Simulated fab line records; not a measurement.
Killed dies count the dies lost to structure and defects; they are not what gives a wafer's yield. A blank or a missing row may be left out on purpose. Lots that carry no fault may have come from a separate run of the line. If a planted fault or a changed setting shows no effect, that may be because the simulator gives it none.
A struck lot beside a sound one    flow nand harc    13 steps out of a route of 1159
Sound: the wafers L612.2, L612.4, L612.6. Wafers struck: L616.1, L616.3, L616.4. At the end, the cause is stated.
Each step with rows lists, per side, the tool, then ch with its chambers, then its first start. Under that, the readings that differ: sound wafers    struck wafers    difference of the means    sigmas: that difference in standard deviations of wafers without a fault.
alike: words and numbers the same on both sides, and readings whose means are apart by under 2 such deviations; not compared: readings that were withheld, readings missing a value for some wafer, numbers with overlapping values and no deviation given by the record, and bounds like >300 which may hide the same value.
The two part at a step that has a row with sigmas, a row that says differs or no value, or rows on one side only. When numbers do not overlap yet have no deviation, they are printed without sigmas and do not part them. A reading missing from all wafers of one side parts the sides only when that side holds two or more wafers.

NHARC_A_M0_INSPECT_27:
  sound: defect inspect-02 at day 18 01:11; struck: defect inspect-01 at day 19 19:36
  alike: raw defect count
NHARC_A_M0_PRE_CLEAN_31: time 12 s.
  sound on pecvd-04 ch 0,1, day 18 01:25; struck on pecvd-03 ch 0,1, day 19 19:40
  alike: heater power w
NHARC_A_M0_DEP_32: deposits SiCN, target thk 30 nm.
  sound on pecvd-04 ch 0,1, day 18 01:33; struck on pecvd-03 ch 0,1, day 19 19:45
  alike: heater power w
then, 8 steps without rows for these wafers: NHARC_A_M1_DEP_00 (deposits SiOC, target thk 182.5 nm); NHARC_A_M1_DEHYDRATE_01 (time 120 s); NHARC_A_M1_HMDS_02 (time 30 s); NHARC_A_M1_COAT_34 (time 65 s); NHARC_A_M1_COAT_03 (resist thk 90 nm); NHARC_A_M1_SOFTBAKE_04 (time 55 s); NHARC_A_M1_EBR_05; NHARC_A_M1_EXPOSE_06 (exposes mask A M1, target cd 120 nm).
NHARC_A_M1_PEB_07: peb time 65 s.
  struck on litho track-01, day 19 20:55; sound on litho track-04 ch 0, day 18 02:37
  no value came back on the struck wafers for chill plate temp C (C), exhaust pa (Pa); on the sound wafers chill plate temp C (C) reads 22.99 22.97 22.86
then, 1 step without rows for these wafers: NHARC_A_M1_DEVELOP_08 (develop time 35 s).

## WHERE THEY PART
Within this record, at NHARC_A_M1_PEB_07 only.

WHY: the cause the simulator had injected
Entire step skipped (litho track-01, NHARC_A_M1_PEB_07), from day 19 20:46 onward. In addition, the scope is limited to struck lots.
